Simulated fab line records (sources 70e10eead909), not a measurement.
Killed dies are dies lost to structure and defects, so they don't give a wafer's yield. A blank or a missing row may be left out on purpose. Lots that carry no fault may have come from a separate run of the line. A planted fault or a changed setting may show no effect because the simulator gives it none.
Matching of chambers	flow nand_harc	NHARC_P_GATE_DESCUM_48 on rie_diel-01 has 4 sister chambers
The step chemistry O2, time 3 s. 8 wafers are shown with their chamber, then 9 later ones without.

== WAFERS, EACH WITH ITS CHAMBER ==
wafer	chamber	drypump_motor_current_A (A)	oes_product_au (a.u.)
L078.2	1	6.3	1.022
L078.6	0	5.8	1.001
L080.3	1	6.4	1.022
L081.2	3	5.8	1.013
L081.5	2	5.5	0.999
L086.1	0	5.8	1.012
L086.5	3	5.8	1.001
L086.6	2	5.5	0.964

== WAFERS WITHOUT THEIR CHAMBER ==
wafer	drypump_motor_current_A (A)	oes_product_au (a.u.)
L094.2	5.8	0.986
L094.4	6.3	1.015
L094.6	5.5	0.970
L095.2	5.8	1.004
L095.3	5.5	0.974
L095.5	5.5	0.980
L097.2	5.8	0.999
L097.4	5.4	0.970
L097.6	5.8	0.996

== THE CHAMBER EACH PASSED THROUGH ==
wafer	from the rows above	in truth
L094.2	can't be placed: 0 or 3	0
L094.4	1	1
L094.6	2	2
L095.2	can't be placed: 0 or 3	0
L095.3	2	2
L095.5	2	2
L097.2	can't be placed: 0 or 3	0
L097.4	2	2
L097.6	can't be placed: 0 or 3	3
Correct placement for 5 of the 9. Can't be placed from these rows: 4 (the true chamber is among the candidates in 4). Wrongly placed: 0.
How it was worked out, from the rows above alone: a wafer's distance from a chamber is the root of the sum, over the readings, of the square of ((its reading less the chamber's mean) divided by the reading's scatter). The wafer belongs to the nearest chamber; if the next one is less than 2 further off, it can't be placed. The mean given for a chamber averages the wafers shown for that chamber. The scatter: the root of (the sum of the squares of (reading less its chamber's mean) over the shown wafers, divided by (wafers less chambers)).
